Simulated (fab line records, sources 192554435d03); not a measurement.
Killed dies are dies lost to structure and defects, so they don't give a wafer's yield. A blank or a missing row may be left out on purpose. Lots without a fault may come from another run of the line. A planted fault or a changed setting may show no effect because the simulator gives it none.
Chamber matching | flow n5_finfet | N5_BEOL_M8_ETCH_61 on rie_diel-03: 4 sister chambers
The step etches SiARC in CF4, target depth 45.5 nm, time 75.8 s. 8 wafers are shown with their chamber, then 6 later ones without.

WAFERS WITH THEIR CHAMBER
wafer  | chamber | showerhead_plenum_p_Torr (Torr) | throttle_valve_pct (%)
L246.5 | 0       | 2.15                            | 15.89
L249.1 | 2       | 2.25                            | 15.73
L249.4 | 3       | 2.16                            | 15.37
L252.1 | 1       | 2.26                            | 15.48
L252.3 | 3       | 2.16                            | 15.37
L252.6 | 2       | 2.25                            | 15.73
L258.1 | 0       | 2.14                            | 15.96
L258.2 | 1       | 2.25                            | 15.51

WAFERS WITHOUT THEIR CHAMBER
wafer  | showerhead_plenum_p_Torr (Torr) | throttle_valve_pct (%)
L258.4 | 2.15                            | 15.41
L260.3 | 2.14                            | 15.94
L260.4 | 2.25                            | 15.50
L260.5 | 2.14                            | 15.95
L263.3 | 2.25                            | 15.53
L263.6 | 2.25                            | 15.54

WHICH CHAMBER EACH WENT THROUGH
wafer  | from the rows above | in truth
L258.4 | 3                   | 3
L260.3 | 0                   | 0
L260.4 | 1                   | 1
L260.5 | 0                   | 0
L263.3 | 1                   | 1
L263.6 | 1                   | 1
Placed correctly: 6 of 6. Can't be placed from these rows: 0. Placed wrongly: 0.
How it was worked out, from the rows above alone: a wafer's distance from a chamber is the root of the sum, over the readings, of the square of ((its reading less the chamber's mean) divided by the reading's scatter). The wafer belongs to the nearest chamber; if the next one is less than 2 further off, it can't be placed. A chamber's mean is the mean of its shown wafers. The scatter: the root of (the sum of the squares of (reading less its chamber's mean) over the shown wafers, divided by (wafers less chambers)).
